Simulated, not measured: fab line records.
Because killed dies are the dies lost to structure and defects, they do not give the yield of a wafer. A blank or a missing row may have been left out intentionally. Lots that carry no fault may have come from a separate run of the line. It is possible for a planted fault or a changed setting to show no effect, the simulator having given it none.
One fault seen from 3 desks | flow n5 finfet | numbers are kept per desk, each desk with only its own; the story behind them comes last

## THE TOOL OWNER'S DESK: rie diel-02
The tool's own readings at N5_BEOL_M1_ETCHBACK_99 (etches SiO2 in CHF3, target depth 5 nm, time 10.4 s): means of the sampled wafers that have a number, for each lot that ran on this tool. Any lot whose mean is over 4 standard deviations away from the usual mean is out of limits and marked OUT; that distance is given in the brackets.
Columns: A = drypump motor current A at N5_BEOL_M1_ETCHBACK_99, usual 5.8 A; B = oes product au at N5_BEOL_M1_ETCHBACK_99, usual 0.77 a.u.; C = rf vpp V at N5_BEOL_M1_ETCHBACK_99, usual 239 V; D = showerhead plenum p Torr at N5_BEOL_M1_ETCHBACK_99, usual 2.19 Torr; E = throttle valve pct at N5_BEOL_M1_ETCHBACK_99, usual 17.04 %
lot  | first seen here | A   | B    | C   | D    | E
L960 | day 9 21:13     | 5.4 | 0.79 | 236 | 2.22 | 16.92
L965 | day 10 14:25    | 5.9 | 0.96 | 234 | 2.19 | 16.96
Finding of this desk: none of the 2 lots has anything out of limits.

## AT THE METROLOGY DESK
What the gauges read, lot by lot, whatever tool the lot ran on: means of the sampled wafers that have a number. Any lot whose mean is over 4 standard deviations away from the usual mean is out of limits and marked OUT; that distance is given in the brackets. 7 of its 12 readings are shown, namely those furthest out on some lot.
Columns: A = cd nm at N5_BEOL_M1_CD_MEAS_28, usual 23.95 nm; B = V0_OVL at N5_BEOL_M1_OVL_MEAS_29, usual 0.2 nm; C = IOFF_P at N5_BEOL_M4_RC_MEAS_101, usual 0.21 nA/um; D = ION_P at N5_BEOL_M4_RC_MEAS_101, usual 460 uA/um; E = SS_N at N5_BEOL_M4_RC_MEAS_101, usual 71.4 mV/dec; F = SS_P at N5_BEOL_M4_RC_MEAS_101, usual 73.4 mV/dec; G = VT_N at N5_BEOL_M4_RC_MEAS_101, usual 249 mV
lot  | first seen here | A     | B    | C    | D   | E    | F    | G
L953 | day 7 11:06     | 24.16 | 0.2  | 0.22 | 464 | 71.4 | 73.4 | 246
L960 | day 9 17:25     | 24.23 | -0.0 | 0.19 | 452 | 71.6 | 73.1 | 250
L965 | day 10 13:54    | 24.00 | 0.6  | 0.18 | 451 | 71.1 | 73.8 | 251
L969 | day 11 22:01    | 23.88 | 0.8  | 0.19 | 460 | 71.3 | 73.3 | 249
L970 | day 12 01:26    | 23.71 | -0.2 | 0.20 | 463 | 70.9 | 72.7 | 249
Finding of this desk: none of the 5 lots has anything out of limits.

## THE DEFECT DESK
Per lot, the means of the sampled wafers with a number show what the inspections along the route counted. Any lot whose mean is over 4 standard deviations away from the usual mean is out of limits and marked OUT; that distance is given in the brackets.
Columns: A = raw defect count at N5_BEOL_M1_INSPECT_30, usual 443
lot  | first seen here | A
L953 | day 7 11:11     | 469
L960 | day 9 17:30     | 343
L965 | day 10 13:59    | 622
L969 | day 11 22:06    | 394
L970 | day 12 01:31    | 502
Finding of this desk: none of the 5 lots has anything out of limits.

## BROUGHT TOGETHER
The tool owner's desk saw nothing out of limits.
From the metrology desk's view, nothing was out of limits.
No out-of-limits result turned up at the defect desk.

## WHAT HAD BEEN PUT IN BY THE SIMULATOR
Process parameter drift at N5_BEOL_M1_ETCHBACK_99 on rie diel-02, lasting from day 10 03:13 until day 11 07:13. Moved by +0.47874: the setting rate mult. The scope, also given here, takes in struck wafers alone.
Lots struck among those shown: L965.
